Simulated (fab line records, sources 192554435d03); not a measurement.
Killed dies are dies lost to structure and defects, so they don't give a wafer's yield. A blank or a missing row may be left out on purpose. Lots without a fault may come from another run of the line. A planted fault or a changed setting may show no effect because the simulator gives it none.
Chamber matching | flow n5_finfet | N5_PMOS_HMC_CHANNEL_EPI_ETCH_38 on rie_si-06: 4 sister chambers
The step etches SiO2 in CF4, target depth 1.5 nm. 4 wafers are shown with their chamber, then 12 later ones without.

WAFERS WITH THEIR CHAMBER
wafer  | chamber | throttle_valve_pct (%)
L090.1 | 2       | 21.73
L090.4 | 3       | 21.73
L090.5 | 0       | 22.05
L090.6 | 1       | 21.72

WAFERS WITHOUT THEIR CHAMBER
wafer  | throttle_valve_pct (%)
L091.2 | 22.05
L091.4 | 21.73
L091.6 | 21.74
L092.2 | 21.73
L092.3 | 21.72
L092.5 | 22.05
L095.1 | 21.74
L095.5 | 22.08
L095.6 | 21.73
L096.3 | 22.06
L096.4 | 21.74
L096.5 | 22.07

WHICH CHAMBER EACH WENT THROUGH
wafer  | from the rows above          | in truth
L091.2 | 0                            | 0
L091.4 | can't be placed: 2 or 3 or 1 | 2
L091.6 | can't be placed: 2 or 3 or 1 | 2
L092.2 | can't be placed: 2 or 3 or 1 | 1
L092.3 | can't be placed: 1 or 2 or 3 | 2
L092.5 | 0                            | 0
L095.1 | can't be placed: 2 or 3 or 1 | 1
L095.5 | 0                            | 0
L095.6 | can't be placed: 2 or 3 or 1 | 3
L096.3 | 0                            | 0
L096.4 | can't be placed: 2 or 3 or 1 | 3
L096.5 | 0                            | 0
Placed correctly: 5 of 12. Can't be placed from these rows: 7 (the true chamber is among the candidates in 7). Placed wrongly: 0.
How it was worked out, from the rows above alone: a wafer's distance from a chamber is the root of the sum, over the readings, of the square of ((its reading less the chamber's mean) divided by the reading's scatter). The wafer belongs to the nearest chamber; if the next one is less than 2 further off, it can't be placed. A chamber's mean is the mean of its shown wafers. The scatter: with one shown wafer a chamber, the root of the mean of the squares of how far each hidden wafer lies from its nearest shown one.
